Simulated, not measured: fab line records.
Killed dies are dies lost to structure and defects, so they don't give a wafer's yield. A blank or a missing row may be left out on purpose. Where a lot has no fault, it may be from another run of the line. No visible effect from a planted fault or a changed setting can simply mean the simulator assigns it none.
Chamber matching -- flow n5 finfet -- 3 sister chambers for N5_BEOL_M8_PECVD_70 on pecvd-01
The step deposits SiO2 from TEOS/O2, target thk 20 nm, time 22.7 s. 18 wafers are shown with their chamber, then 9 later ones without.

== WAFERS, EACH WITH ITS CHAMBER ==
wafer,chamber,throttle valve pct (%),showerhead plenum p Torr (Torr),heater power w (W)
L077.1,0,23.8,8.75,904
L077.3,1,23.7,8.77,758
L077.5,2,21.6,8.68,711
L079.1,1,23.4,8.78,888
L079.4,2,21.5,8.68,668
L079.6,0,23.9,8.78,865
L080.1,2,21.5,8.71,713
L080.3,0,23.8,8.79,851
L080.6,1,23.7,8.79,764
L078.1,1,23.5,8.77,903
L078.3,2,22.0,8.68,680
L078.6,2,21.6,8.69,690
L081.1,0,23.7,8.79,789
L081.4,2,21.8,8.70,717
L081.6,0,23.8,8.75,826
L084.3,2,21.5,8.70,684
L084.5,2,21.6,8.71,658
L084.6,1,23.9,8.76,922

SIGNATURES (means of the wafers above)
reading,chamber 0,chamber 1,chamber 2,scatter within a chamber
throttle valve pct,23.800,23.640,21.637,0.161
showerhead plenum p Torr,8.7720,8.7740,8.6937,0.015
heater power w,847.00,847.00,690.12,49
Rule: for each reading, subtract the chamber's mean from the wafer's reading, divide by that reading's scatter and square the result; add these up over the readings and take the root, which gives the wafer's distance from the chamber. The wafer belongs to the nearest chamber; if the next one is less than 2 further off, it can't be placed. The scatter: take each reading less its chamber's mean, square it, sum over the shown wafers, divide by the number of wafers less the number of chambers, and take the root.

== WAFERS WITH NO CHAMBER GIVEN ==
wafer,throttle valve pct (%),showerhead plenum p Torr (Torr),heater power w (W)
L085.2,21.6,8.70,709
L085.4,21.5,8.69,719
L085.6,23.7,8.79,890
L088.2,21.7,8.69,671
L088.3,23.9,8.76,878
L088.5,23.7,8.79,826
L096.2,23.6,8.77,956
L096.3,21.8,8.70,663
L096.6,23.9,8.75,784

== WHICH CHAMBER EACH ONE RAN IN ==
wafer,from the rows above,in truth
L085.2,2,2
L085.4,2,2
L085.6,can't be placed: 1 or 0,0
L088.2,2,2
L088.3,can't be placed: 0 or 1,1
L088.5,can't be placed: 1 or 0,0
L096.2,can't be placed: 1 or 0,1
L096.3,2,2
L096.6,can't be placed: 0 or 1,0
Correctly placed: 4 of 9. Unplaceable from these rows: 5, with the true chamber sitting among the candidates in 5. Placed wrongly: 0.
